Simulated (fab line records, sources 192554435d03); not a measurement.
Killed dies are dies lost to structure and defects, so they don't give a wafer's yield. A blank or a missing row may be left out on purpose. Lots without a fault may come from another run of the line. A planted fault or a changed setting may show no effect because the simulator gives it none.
A struck lot beside a sound one | flow n5_finfet | 36 steps out of a route of 1938
Sound: wafers L129.3, L129.4, L129.6. Struck: wafers L137.2, L137.4, L137.6. The cause comes at the end.
At each step with rows: each side's tool, then ch and its chambers, then its first start. Under that, the readings that differ: sound wafers | struck wafers | difference of the means | sigmas: that difference in standard deviations of wafers without a fault.
alike: readings whose means differ by less than 2 such deviations, and words and numbers that are the same on both sides. not compared: withheld readings, readings that some wafer has no value for, bounds like >300 that may hide the same value, and numbers for which the record gives no deviation and whose values overlap.
The two part at a step that has a row with sigmas, a row that says differs or no value, or rows on one side only. Numbers that don't overlap but have no deviation are shown without sigmas and don't part them. A reading that every wafer of one side lacks parts them only if that side has two wafers or more.

first, 9 steps without rows for these wafers: N5_BEOL_M4_ANNEAL_95 (time 240 s); N5_BEOL_M4_SPUTTER_96 (material Cu, target thk 4.5 nm, time 8.29 s); N5_BEOL_M4_ECD_50 (material Cu, target thk 300 nm); N5_BEOL_M4_ANNEAL_51 (time 90 s); N5_BEOL_M4_CMP_52 (polishes, stops on SiOC, t overpolish 6.8 s, target thk 40 nm); N5_BEOL_M4_PRE_CLEAN_60 (time 15 s); N5_BEOL_M4_CO_CAP_55 (material Co, precursor CCTBA/H2, target thk 2 nm, time 102.1 s); N5_BEOL_M4_PRE_CLEAN_56 (time 15 s); N5_BEOL_M4_DEP_57 (deposits SiCN from 3MS/NH3, target thk 8 nm, time 14 s).
N5_BEOL_M4_RC_MEAS_101:
  sound on prober-02 ch 0, day 8 13:31; struck on prober-01 ch 0, day 10 11:53
  alike: DIBL_N, DIBL_P, IOFF_N, IOFF_P, ION_N, ION_P, SS_N, SS_P, VT_N, VT_P
then, 24 steps without rows for these wafers: N5_BEOL_M5_ILD_DEP_00 (deposits SiCOH lowk from DEMS/porogen, target thk 140.64 nm, time 25.9 s); N5_BEOL_M5_CURE_79 (cures SiCOH lowk, time 240 s); N5_BEOL_M5_PECVD_70 (deposits SiO2 from TEOS/O2, target thk 16 nm, time 18 s); N5_BEOL_M5_HM_DEP_02 (deposits TiN, target thk 20 nm); N5_BEOL_M5_COAT_59 (time 60 s, resist thk 60 nm); N5_BEOL_M5_COAT_60 (time 60 s, resist thk 12 nm); N5_BEOL_M5_COAT_71 (time 60 s, resist thk 5 nm); N5_BEOL_M5_COAT_05 (resist thk 30 nm); N5_BEOL_M5_EBR_07; N5_BEOL_M5_SOFTBAKE_06 (time 60 s); N5_BEOL_M5_EXPOSE_08 (exposes mask M5, target cd 28 nm); N5_BEOL_M5_PEB_09 (peb time 60 s); N5_BEOL_M5_DEVELOP_10 (develop time 30 s); N5_BEOL_M5_DESCUM_16 (chemistry O2, time 7 s); N5_BEOL_M5_ETCH_72 (etches underlayer in N2/H2, target depth 6.5 nm, time 5.2 s); N5_BEOL_M5_ETCH_61 (etches SiARC in CF4, target depth 15.6 nm, time 26 s); N5_BEOL_M5_ETCH_62 (etches SOC in N2/H2, target depth 75 nm, overetch 15 nm, time 112.5 s); N5_BEOL_M5_STRIP_63 (strips in N2/H2); N5_BEOL_M5_STRIP_73 (strips in N2/H2); N5_BEOL_M5_STRIP_64 (strips in CF4); N5_BEOL_M5_HM_OPEN_17 (chemistry Cl2/BCl3, target TiN, target depth 20 nm, overetch 6 nm); N5_BEOL_M5_STRIP_19 (strips in O2); N5_BEOL_M5_COAT_65 (time 60 s, resist thk 60 nm); N5_BEOL_M5_COAT_66 (time 60 s, resist thk 12 nm).
-- the record jumps here: 4 days lie between the struck wafers' starts before and after (it left off in module BEOL_M5 and takes up again in module BEOL_M15, whose first step shown is number 1813 of the route) --
N5_BEOL_M15_STRIP_37: strips in O2.
  sound on rie_diel-05 ch 0,1,2, day 12 06:59; struck on rie_diel-02 ch 0,1,2, day 14 01:41
  no value came back on the struck wafers for any of 7 readings (bias_power_w (W), chamber_pressure_mTorr (mTorr) and others); on the sound wafers bias_power_w (W) reads 0 0 0
  not compared: rf_hours_counter_h
N5_PASSIVATION_PROBE_49:
  the record has rows for the struck wafers here (prober-02, day 14 16:30) and none for the sound ones

WHERE THEY PART
First at N5_BEOL_M15_STRIP_37; last, within this record, at N5_PASSIVATION_PROBE_49.

WHY: what the simulator had put in
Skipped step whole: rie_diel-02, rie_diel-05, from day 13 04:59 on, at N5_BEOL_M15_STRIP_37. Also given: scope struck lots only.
